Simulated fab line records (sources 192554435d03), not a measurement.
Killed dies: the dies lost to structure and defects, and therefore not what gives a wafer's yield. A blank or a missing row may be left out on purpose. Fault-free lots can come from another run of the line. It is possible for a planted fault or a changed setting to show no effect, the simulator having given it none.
fab line records    flow n5Finfet
record: lots: 4  wafers: 10  lastDay: 14
route steps=1938 shown FIN_CUT@157 STI_FIN_REVEAL@183 BEOL_M4@1111 PASSIVATION@1936
lots that met no fault: from a run of the same line without faults
startH: start of the lot's first displayed wafer, in hours after the record's first day    waitH: hours elapsed since this lot's preceding step    " unchanged from the row above    L1.1+2: a single row standing in for several wafers    - no value, or no start given    * or withheld: withheld    < > ~ a bound
route shown NAME@n: NAME is a module with steps in the file, n the number in the route of the first one    usual: mean/standard deviation of fault-free wafers    same: alike in all rows    chamber/n: place in a boat    sites: per-site readings    _std_site: their standard deviation    _edge_site: mean of outer sites minus mean of inner sites    radiusMm: for every site, how far away it sits from the centre of the wafer    mask NAME#n: copy n    behind: the most recent tool/chamber to have shaped the wafer    hold: why the lot was held/for how many hours/how that ended    device: names the non-switching transistor (n, p or np)    end of line: at the end of the route, the tests of the same wafers    step lacking rows: just its recipe    killed: dies that structure and defects cost at the first sort, which is not the same as the wafer's yield    map: the dies of a wafer, with x for killed, . for not killed, _ for no die there
set.NAME: the setting as run; set.NAME@STEP: as run at that earlier step    model.NAME: the simulator's own value behind a step, which no gauge read
lots at selected steps of the route; one table per step, one row per wafer
services: a tool's chamber out of use, with start hour (startH, from the record's first day; less than 0 if before it), hours out, and reason
== steps ==
step: N5_FIN_CUT_COAT_02
recipe: resist: CAR-EUV  spinRpm: 1500  resistThkNm: 30
step: N5_FIN_CUT_EBR_04
recipe: solvent: PGMEA  ebrWidthMm: 1.5
step: N5_FIN_CUT_SOFTBAKE_03
recipe: tempC: 110  timeS: 60  resist: CAR-EUV
step: N5_FIN_CUT_EXPOSE_05
recipe: maskId: FIN_CUT  na: 0.33  sourceShape: annular  sigmaInner: 0.35  sigmaOuter: 0.8  polarization: unpolarized  doseMj: 45.75
step: N5_FIN_CUT_PEB_06
recipe: pebTempC: 100  pebTimeS: 60  resist: CAR-EUV
step: N5_FIN_CUT_DEVELOP_07
recipe: developTimeS: 30  developer: TMAH  resist: CAR-EUV  rinseLiquid: surfactantRinse  dry: airSpin  devTempC: 23
step: N5_FIN_CUT_DESCUM_13
recipe: chemistry: O2  timeS: 7  sourcePowerW: 50  biasPowerW: 20  pressureMtorr: 20  rfFrequencyHz: 2.712e+07  tempC: 40  resist: CAR-EUV  o2FlowSccm: 225
step: N5_FIN_CUT_ETCH_30
recipe: chemistry: N2/H2  target: underlayer  targetDepthA: 130  maskMaterial: CAR-EUV  timeS: 10.4  ionEnergyEv: 200  pressureMtorr: 30  sourceW: 840  biasW: 150  n2FlowSccm: 200  h2FlowSccm: 200  ends: cleared
step: N5_FIN_CUT_ETCH_20
recipe: chemistry: CF4  target: SiARC  targetDepthA: 260  maskMaterial: CAR-EUV  timeS: 43.3  ionEnergyEv: 80  pressureMtorr: 40  sourceW: 545  biasW: 36  Ar_flow_sccm: 100  cf4FlowSccm: 100  ends: cleared
step: N5_FIN_CUT_ETCH_21
recipe: chemistry: N2/H2  target: SOC  targetDepthA: 2190  overetchA: 438  maskMaterial: SiARC  tempC: 40  ionEnergyEv: 100  biasW: 61  timeS: 523.5  pressureMtorr: 30  sourceW: 850  n2FlowSccm: 200  h2FlowSccm: 200
usual: drypumpMotorCurrentA: 5.9/0.33  h2FlowSccm: 200.0/0.59  oesProductAu: 0.69/0.06  rfVppV: 241.1/1.2  showerheadPlenumPTorr: 2.57/0.089  throttleValvePct: 18.00/0.26
lot.wafer  tool        chamber  startH  waitH  drypumpMotorCurrentA  h2FlowSccm  oesProductAu  rfHoursCounterH  rfVppV  showerheadPlenumPTorr  throttleValvePct  model.etch.depthNm  model.SiARC_of_FIN_CUT_COAT_19.thkNm  model.FIN_CUT.cdOffsetNm
L347.2     rieDiel-03  2        33.82   0.0    6.4                   200.1       0.71          121              240.0   2.54                   17.56             230.3               11.8                                  0.6
L347.4     "           1        "       "      5.7                   198.7       0.71          128              240.3   2.54                   18.01             230.5               12.2                                  1
L347.6     "           0        "       "      6.1                   199.8       0.74          -                243.3   2.65                   17.45             230.1               12.4                                  0.2
L349.2     rieDiel-02  3        45.29   0.0    5.7                   200.0       0.66          166              241.1   2.53                   18.31             231                 11.6                                  -1
L349.4     "           0        "       "      5.9                   199.2       0.66          200              242.4   2.65                   18.12             230.5               11.4                                  0.4
L349.5     "           0        "       "      6.0                   201.3       0.66          -                240.6   2.65                   18.12             231.5               11.4                                  0.4
L356.1     rieDiel-02  0        86.91   0.0    6.0                   200.0       0.65          214              241.3   2.64                   18.14             231.2               11.8                                  0.4
L356.6     "           2        "       "      6.0                   200.0       0.68          -                241.9   2.66                   18.05             212.3               13.6                                  -0.6
L357.1     rieDiel-02  2        94.76   0.0    6.0                   199.2       0.71          150              242.6   2.66                   18.07             228.8               11.8                                  1
L357.5     "           0        "       "      6.0                   200.0       0.62          -                240.7   2.64                   18.13             217.5               13.2                                  0
step: N5_FIN_CUT_STRIP_23
recipe: chemistry: N2/H2  tempC: 40  n2FlowSccm: 200  h2FlowSccm: 200  rfFrequencyHz: 6e+07
step: N5_FIN_CUT_STRIP_31
recipe: chemistry: N2/H2  tempC: 40  n2FlowSccm: 200  h2FlowSccm: 200  rfFrequencyHz: 6e+07
step: N5_FIN_CUT_STRIP_24
recipe: chemistry: CF4  resist: SiARC  powerW: 300  biasPowerW: 75  pressureMtorr: 50  cf4FlowSccm: 150  rfFrequencyHz: 6e+07
step: N5_FIN_CUT_CUT_ETCH_26
recipe: chemistry: CH3F/O2  target: SiNx  targetDepthA: 390  maskMaterial: SOC  timeS: 55.7  pressureMtorr: 30  sourceW: 395  biasW: 73  Ar_flow_sccm: 150  CH3F_flow_sccm: 30  O2_flow_sccm: 20  ionEnergyEv: 120
step: N5_FIN_CUT_CUT_ETCH_27
recipe: chemistry: CHF3/O2  target: SiO2  targetDepthA: 40  maskMaterial: SOC  overetchA: 20  timeS: 4.9  pressureMtorr: 30  sourceW: 650  biasW: 170  Ar_flow_sccm: 200  CHF3_flow_sccm: 50  O2_flow_sccm: 5  ionEnergyEv: 200
usual: drypumpMotorCurrentA: 5.9/0.33  mfcArSccm: 200.0/0.69  oes_ar_750_au: 0.75/0.064  oesProductAu: 0.59/0.052  rfVppV: 526/19  showerheadPlenumPTorr: 2.43/0.074  throttleValvePct: 18.93/0.19
lot.wafer  tool        chamber  startH  waitH  drypumpMotorCurrentA  mfcArSccm  oes_ar_750_au  oesProductAu  rfHoursCounterH  rfVppV  showerheadPlenumPTorr  throttleValvePct  model.FIN_CUT.cdOffsetNm
L347.2     rieDiel-03  2        34.21   0.0    6.4                   200.7      0.77           0.61          121              531     2.42                   18.73             0.6
L347.4     "           1        "       "      5.7                   200.7      0.77           0.61          128              514     2.40                   18.99             0.8
L347.6     "           0        "       "      6.1                   199.8      0.79           0.63          -                508     2.51                   18.55             0
L349.2     rieDiel-02  3        45.68   0.0    5.7                   200.2      0.70           0.58          166              548     2.39                   19.20             -1.2
L349.4     "           0        "       "      6.0                   199.9      0.72           0.56          201              548     2.46                   18.86             0.4
L349.5     "           0        "       "      6.0                   200.1      0.72           0.57          -                549     2.46                   18.86             0.4
L356.1     rieDiel-02  0        87.30   0.0    5.9                   200.4      0.71           0.55          215              549     2.46                   18.88             0.4
L356.6     "           2        "       "      5.9                   200.6      0.76           0.47          -                521     2.52                   18.91             -0.6
L357.1     rieDiel-02  2        95.15   0.0    6.0                   200.5      0.76           0.60          150              522     2.51                   18.92             1
L357.5     "           0        "       "      5.9                   200.3      0.71           0.53          -                549     2.45                   18.87             0
step: N5_FIN_CUT_PRECLEAN_35
recipe: timeS: 13.3  tempC: 45  pressureTorr: 125  pHfTorr: 3  pCoreactantTorr: 25  chemistry: vHF
step: N5_FIN_CUT_CUT_ETCH_15
recipe: chemistry: HBr/Cl2/O2  target: Si  targetDepthA: 1000  btTimeS: 10  maskMaterial: SOC  timeS: 42.4  ionEnergyEv: *  biasW: *  pressureMtorr: 10  icpW: 800  HBr_flow_sccm: 150  Cl2_flow_sccm: 80  O2_flow_sccm: 12
step: N5_FIN_CUT_CUT_ETCH_28
recipe: chemistry: HBr/Cl2/O2  target: Si  targetDepthA: 60  maskMaterial: SOC  timeS: 2.4  ionEnergyEv: *  biasW: *  pressureMtorr: 10  icpW: 800  HBr_flow_sccm: 150  Cl2_flow_sccm: 80  O2_flow_sccm: 12
step: N5_FIN_CUT_STRIP_22
recipe: chemistry: N2/H2  powerW: 500  tempC: 40  pressureMtorr: 50  rfFrequencyHz: 6e+07  overashFraction: 0.3  biasPowerW: 8  h2Frac: 0.5  n2FlowSccm: 300  h2FlowSccm: 300
step: N5_FIN_CUT_PRECLEAN_36
recipe: chemistry: O3/DIW  timeS: 60  tempC: 22  o3Ppm: 10
step: N5_FIN_CUT_SRD_32
recipe: dry: ipaMarangoni  timeS: 30  tempC: 23  rinseLiquid: diw
step: N5_FIN_CUT_UV_OZONE_34
recipe: timeS: 120  pressureTorr: 760  tempC: 25
step: N5_STI_FIN_REVEAL_ALD_00
recipe: material: SiO2  targetThkA: 10  tempC: 300  aldPrecursorFamily: BDEAS  aldCoReactant: O2-plasma  pulseTimeS: 1  pressureTorr: 2
step: N5_STI_FIN_REVEAL_ALD_14
recipe: material: Si3N4  targetThkA: 30  tempC: 400  aldPrecursorFamily: SiH2I2  aldCoReactant: N2/H2-plasma  pressureTorr: 2
step: N5_STI_FIN_REVEAL_FCVD_FILL_01
recipe: material: SiO2_flowable  targetThkA: 3120  tempC: 100  pressureTorr: 0.8  rfW: 2000  timeS: 512.2
step: N5_STI_FIN_REVEAL_DENSIFY_02
recipe: tempC: 650  ambient: steam  timeS: 1800  idleTempC: 400  densificationPH2oTorr: 640
step: N5_STI_FIN_REVEAL_CMP_04
recipe: stopOn: Si3N4  tOverpolishS: 4  downForcePsi: 2  platenRpm: 54.18  postCmpClean: alkalineBrush  padVelocityMS: 1.078  targetThkNm: 131.83
step: N5_STI_FIN_REVEAL_DENSIFY_30
recipe: tempC: *  timeS: *  ambient: N2  idleTempC: 600  rampUpCPerS: 150  rampDownCPerS: 60  coolToC: 600
step: N5_STI_FIN_REVEAL_ETCHBACK_08
recipe: chemistry: C4F6/O2  target: SiO2  targetDepthA: 305  timeS: 10.167  ionEnergyEv: 250  pressureMtorr: 30  sourceW: 345  biasW: 185  Ar_flow_sccm: 300  C4F6_flow_sccm: 10  O2_flow_sccm: 10
step: N5_STI_FIN_REVEAL_STRIP_24
recipe: chemistry: N2/H2  timeS: 90  powerW: 100  tempC: 40  pressureMtorr: 100  rfFrequencyHz: 6e+07  biasPowerW: 3  n2FlowSccm: 300  h2FlowSccm: 300
step: N5_STI_FIN_REVEAL_PRECLEAN_25
recipe: chemistry: SPM  timeS: 90  tempC: 120  mix: 4:1
step: N5_STI_FIN_REVEAL_PRECLEAN_26
recipe: chemistry: SC1  timeS: 45  tempC: 46  mix: 1:2:100
step: N5_STI_FIN_REVEAL_PRECLEAN_29
recipe: chemistry: DHF  timeS: 30  tempC: 25  dilution: 300:1
step: N5_STI_FIN_REVEAL_SRD_12
recipe: timeS: 30  tempC: 23  rinseLiquid: diw  dry: ipaMarangoni
step: N5_STI_FIN_REVEAL_RECESS_09
recipe: chemistry: HF/NH3  target: SiO2  afsCycles: 11  targetDepthA: 425  tempC: 30  sublimationTempC: 180  sublimationTimeS: 60
step: N5_STI_FIN_REVEAL_STRIP_16
recipe: chemistry: H3PO4  material: SiNx  tempC: 165  targetDepthA: 238  overetchFraction: 0.4964  dry: ipaMarangoni
step: N5_STI_FIN_REVEAL_PRECLEAN_17
recipe: chemistry: NF3:NH3  afsCycles: 1  tempC: 30  timeS: 20  sublimationTempC: 180  sublimationTimeS: 60  pressureTorr: 3  rfPowerW: 30
step: N5_BEOL_M4_RC_MEAS_101
usual: DIBL_N: 36.8/2.2  DIBL_P: 37.0/2.8  IOFF_N: 0.18/0.043  IOFF_P: 0.23/0.05  ION_N: 680/14  ION_P: 466/9.1  SS_N: 71.7/0.74  SS_P: 73.5/0.79  VT_N: 248/4  VT_P: -249/4.1
lot.wafer  tool       chamber  startH  waitH  DIBL_N[mV/V]  DIBL_P[mV/V]  IOFF_N[nA/um]  IOFF_P[nA/um]  ION_N[uA/um]  ION_P[uA/um]  SS_N[mV/dec]  SS_P[mV/dec]  VT_N[mV]  VT_P[mV]
L347.2     prober-02  0        177.73  0.2    40.2          40.4          0.23           0.26           689           467           72.2          74.0          244       -250
L347.4     "          0        "       "      39.7          40.0          0.22           0.25           684           464           72.6          74.9          245       -251
L347.6     "          0        "       "      36.5          35.5          0.14           0.19           670           459           70.8          73.4          248       -252
L349.2     prober-01  0        197.31  0.2    36.7          38.5          0.20           0.21           691           466           71.5          73.7          244       -252
L349.4     "          0        "       "      36.3          37.7          0.18           0.20           678           459           71.3          73.6          247       -249
L349.5     "          0        "       "      33.0          34.5          0.13           0.16           678           454           70.8          72.5          251       -256
L356.1     prober-02  0        230.57  0.0    36.6          35.4          0.15           0.21           671           466           71.1          73.5          251       -246
L357.1     prober-02  0        232.60  0.0    36.4          35.0          0.17           0.24           679           469           71.4          74.1          249       -243
step: N5_PASSIVATION_PROBE_49
usual: defectLimitedYield: 91.4/1.5  killed_at_M0_to_M3: 36/11  killed_at_M4_up: 14/6  killedAtContacts: 11/6  killedAtFrontEnd: 37/11  killedAtOther: 4/3.4  killedDies: 102/18  killedOnRim: 13/3.5  killedOpen: 66/13  killedShort: 34/7.8  sort_bin_5_function: 5.0/0.97  sort_bin_6_memory: 3.2/0.7  sortNPass: 1078/19  sortYieldPct: 91.3/1.6
same: grossDies: 1180  killedAtBackSide: 0  sort_bin_4_leakage[%]: 0  sort_bin_8_speed[%]: 0
lot.wafer  tool       chamber  startH  waitH  defectLimitedYield[%]  killed_at_M0_to_M3  killed_at_M4_up  killedAtContacts  killedAtFrontEnd  killedAtOther  killedDies  killedOnRim  killedOpen  killedShort  sort_bin_5_function[%]  sort_bin_6_memory[%]  sortNPass  sortYieldPct[%]
L347.2     prober-01  -        286.97  0.1    93.6                   17                  11               7                 39                2              76          10           43          30           4.0                     2.3                   1104       93.6
L347.4     prober-01  -        287.07  0.2    94.1                   24                  12               5                 29                0              70          9            46          23           4.1                     1.9                   1110       94.1
L347.6     prober-01  -        287.17  0.3    90.4                   43                  15               16                37                2              113         16           81          31           5.5                     3.9                   1067       90.4
L356.1     prober-01  -        332.17  0.0    88.6                   45                  20               10                58                2              135         16           89          46           7.1                     3.8                   1045       88.6
L356.6     prober-01  -        332.42  0.3    0.3                    54                  9                5                 1107              2              1177        150          61          29           96.8                    2.6                   3          0.3
L357.5     prober-02  -        343.49  0.2    1.1                    23                  9                14                1118              3              1167        152          56          26           95.8                    2.8                   13         1.1
killed by level:class
L347.2 FIN_SAQP:geometricParticle:short=10 ILD0:geometricParticle:short=7 BEOL_M4:geometricParticle:open=6 ILD0:geometricParticle:open=5 MOL_CONTACT_COAG:geometricParticle:open=5 STI_FIN_REVEAL:geometricParticle:open=4 BEOL_M0_SAQP:geometricParticle:open=4 BEOL_M0_SAQP:geometricParticle:short=4
L347.4 BEOL_M3:geometricParticle:open=8 GATE_CUT:geometricParticle:short=6 BEOL_M6:geometricParticle:open=5 ILD0:geometricParticle:open=5 BEOL_M2:geometricParticle:open=5 BEOL_M0_SAQP:geometricParticle:open=4 FIN_SAQP:geometricParticle:short=3 DUMMY_GATE:geometricParticle:open=3
L347.6 BEOL_M2:geometricParticle:open=14 MOL_CONTACT_COAG:geometricParticle:open=11 BEOL_M0_SAQP:geometricParticle:open=9 BEOL_M3:geometricParticle:open=9 FIN_SAQP:geometricParticle:short=7 DUMMY_GATE:geometricParticle:open=7 FIN_SAQP:geometricParticle:open=6 STI_FIN_REVEAL:geometricParticle:open=6
L356.1 FIN_SAQP:geometricParticle:open=15 BEOL_M0_SAQP:geometricParticle:short=13 FIN_SAQP:geometricParticle:short=12 BEOL_M1:geometricParticle:open=11 STI_FIN_REVEAL:geometricParticle:open=9 MOL_CONTACT_COAG:geometricParticle:open=9 BEOL_M2:geometricParticle:open=9 BEOL_M8:geometricParticle:open=8
L356.6 FIN_CUT:areaEtch=1086 BEOL_M1:geometricParticle:open=15 BEOL_M0_SAQP:geometricParticle:open=12 BEOL_M0_SAQP:geometricParticle:short=8 FIN_SAQP:geometricParticle:open=6 STI_FIN_REVEAL:geometricParticle:open=5 BEOL_M3:geometricParticle:short=5 MOL_CONTACT_COAG:geometricParticle:open=4
L357.5 FIN_CUT:areaEtch=1084 MOL_CONTACT_COAG:geometricParticle:open=12 FIN_SAQP:geometricParticle:open=11 BEOL_M0_SAQP:geometricParticle:short=8 STI_FIN_REVEAL:geometricParticle:open=6 BEOL_M0_SAQP:geometricParticle:open=6 DUMMY_GATE:geometricParticle:open=5 BEOL_M5:geometricParticle:open=4
map L356.6 (x killed, . not)
_________________xxxxxxxxxxxx________________
______________xxxxxxxxxxxxxxxxxx_____________
___________xxxxxxxxxxxxxxxxxxxxxxxx__________
__________xxxxxxxxxxxxxxxxxxxxxxxxxx_________
________xxxxxxxxxxxxxxxxxxxxxxxxxxxxxx_______
_______xxxxxxxxxxxxxxxxxxxxxxxxxxxxxxxx______
______xxxxxxxxxxxxxxxxxxxxxxxxxxxxxxxxxx_____
_____xxxxxxxxxxxxxxxxxxxxxxxxxxxxxxxxxxxx____
____.xxxxxxxxxxxxxxxxxxxxxxxxxxxxxxxxxxxxx___
___xxxxxxxxxxxxxxxxxxxxxxxxxxxxxxxxxxxxxxxx__
___xxxxxxxxxxxxxxxxxxxxxxxxxxxxxxxxxxxxxxxx__
__xxxxxxxxxxxxxxxxxxxxxxxxxxxxxxxxxxxxxxxxxx_
__xxxxxxxxxxxxxxxxxxxxxxxxxxxxxxxxxxxxxxxxxx_
_xxxxxxxxxxxxxxxxxxxxxxxxxxxxxxxxxxxxxxxxxxxx
_xxxxxxxxxxxxxxxxxxxxxxxxxxxxxxxxxxxxxxxxxxxx
_xxxxxxxxxxxxxxxxxxxxxxxxxxxxxxxxxxxxxxxxxxxx
_x.xxxxxxxxxxxxxxxxxxxxxxxxxxxxxxxxxxxxxxxxxx
_.xxxxxxxxxxxxxxxxxxxxxxxxxxxxxxxxxxxxxxxxxxx
_xxxxxxxxxxxxxxxxxxxxxxxxxxxxxxxxxxxxxxxxxxxx
_xxxxxxxxxxxxxxxxxxxxxxxxxxxxxxxxxxxxxxxxxxxx
_xxxxxxxxxxxxxxxxxxxxxxxxxxxxxxxxxxxxxxxxxxxx
__xxxxxxxxxxxxxxxxxxxxxxxxxxxxxxxxxxxxxxxxxx_
__xxxxxxxxxxxxxxxxxxxxxxxxxxxxxxxxxxxxxxxxxx_
___xxxxxxxxxxxxxxxxxxxxxxxxxxxxxxxxxxxxxxxx__
___xxxxxxxxxxxxxxxxxxxxxxxxxxxxxxxxxxxxxxxx__
____xxxxxxxxxxxxxxxxxxxxxxxxxxxxxxxxxxxxxx___
_____xxxxxxxxxxxxxxxxxxxxxxxxxxxxxxxxxxxx____
______xxxxxxxxxxxxxxxxxxxxxxxxxxxxxxxxxx_____
_______xxxxxxxxxxxxxxxxxxxxxxxxxxxxxxxx______
________xxxxxxxxxxxxxxxxxxxxxxxxxxxxxx_______
__________xxxxxxxxxxxxxxxxxxxxxxxxxx_________
___________xxxxxxxxxxxxxxxxxxxxxxxx__________
______________xxxxxxxxxxxxxxxxxx_____________
_________________xxxxxxxxxxxx________________
map L357.5 (x killed, . not)
_________________xxxxxxxxxxxx________________
______________xxxxxxxxxxxxxxxxxx_____________
___________xxxxxxxxxxxxxxxxxxxxxxxx__________
__________xxxxxxxxxxxxxxxxxxxxxxxxxx_________
________xxxxxxxxxxxxxxxxxxxxxxxxxxxxxx_______
_______xxxxxxxxxxxxxxxxxxxxxxxxxxxxxxxx______
______xxxxxxxxxxxxxxxxxxxxxxxxxxxxxxxxxx_____
_____xxxxxxxxxxxxxxxxxxxxxxxxxxxxxxxxxxxx____
____xxxxxxxxxxxxxxxxxxxxxxxxxxxxxxxxxxxxxx___
___xxxxxxxxxxxxxxxxxxxxxxxxxxxxxxxxxxxxxxxx__
___xxxxxxxxxx.xxxxxxxxxxxxxxxxxxxxxxxxxxxxx__
__xxxxxxxxxxxxxxxxxxxxxxxxxxxxxxxxxxxxxxxxxx_
__xxxxxx.x.x...xxxxxxxxxxxxxxxxxxxxxxxxxxxxx_
_xxxxxxxxxxxxx.xxxxxxxxxxxxxxxxxxxxxxxxxxxxxx
_xxxxxxxxxxxx.x.x.xxxxxxxxxxxxxxxxxxxxxxxxxxx
_xxxxxxxxxxxxxxxxxxxxxxxxxxxxxxxxxxxxxxxxxxxx
_xxxxxxxxxxxxxxxxxxxx.xxxxxxxxxxxxxxxxxxxxxxx
_xxxxxxxxxxxxxxx.xxxxxxxxxxxxxxxxxxxxxxxxxxxx
_xxxxxxxxxxxxxxxxxxxxxxxxxxxxxxxxxxxxxxxxxxxx
_xxxxxxxxxxxxxxxxxxxxxxxxxxxxxxxxxxxxxxxxxxxx
_xxxxxxxxxxxxxxxxxxxxxxxxx.xxxxxxxxxxxxxxxxxx
__xxxxxxxxxxxxxxxxxxxxxxxxxxxxxxxxxxxxxxxxxx_
__xxxxxxxxxxxxxxxxxxxxxxxxxxxxxxxxxxxxxxxxxx_
___xxxxxxxxxxxxxxxxxxxxxxxxxxxxxxxxxxxxxxxx__
___xxxxxxxxxxxxxxxxxxxxxxxxxxxxxxxxxxxxxxxx__
____xxxxxxxxxxxxxxxxxxxxxxxxxxxxxxxxxxxxxx___
_____xxxxxxxxxxxxxxxxxxxxxxxxxxxxxxxxxxxx____
______xxxxxxxxxxxxxxxxxxxxxxxxxxxxxxxxxx_____
_______xxxxxxxxxxxxxxxxxxxxxxxxxxxxxxxx______
________xxxxxxxxxxxxxxxxxxxxxxxxxxxxxx_______
__________xxxxxxxxxxxxxxxxxxxxxxxxxx_________
___________xxxxxxxxxxxxxxxxxxxxxxxx__________
______________xxxxxxxxxxxxxxxxxx_____________
_________________xxxxxxxxxxxx________________
== services ==
tool        chamber  startH  hours  kind
rieDiel-03  3        45.24   -      clean
rieDiel-03  3        45.24   -      consumableReplace:focusRing
rieDiel-03  3        45.24   -      consumableReplace:showerhead
rieDiel-03  3        45.24   20.0   scheduledDown
rieDiel-03  3        45.24   20.0   ventCycle
== key ==
firstSign: step: N5_PASSIVATION_PROBE_49  reading: killedAtFrontEnd  direction: up  sigmas: 94  usual: 37  struck: 1112
effect: step: N5_PASSIVATION_PROBE_49  reading: sort_bin_5_function  direction: up  sigmas: 94  usual: 5.0  struck: 96.3
modelEffect: step: N5_FIN_CUT_ETCH_21  value: etch.depthNm  without: 230  struck: 214.9
modelEffect: step: N5_FIN_CUT_CUT_ETCH_27  value: FIN_CUT.cdOffsetNm  without: 0.9  struck: -0.3
moreKillsBornAt: N5_FIN_CUT_ETCH_21@rieDiel-02: 2170
metAt N5_FIN_CUT_ETCH_21
struckWafers L356.6,L357.5
laterRowsLeftOut L356.6,L357.5
onsetBetween 45.29 86.91
fault: kind: processParameterDrift  tool: rieDiel-02  chamber: -  onsetH: 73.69  steps: N5_FIN_CUT_ETCH_21  channel: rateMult  offset: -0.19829  shape: step  endH: 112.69  scope: struckWafersOnly
laterRowsLeftOut: the simulator's readings of these wafers behind a module that went badly wrong aren't trusted and aren't shown, but for the sort
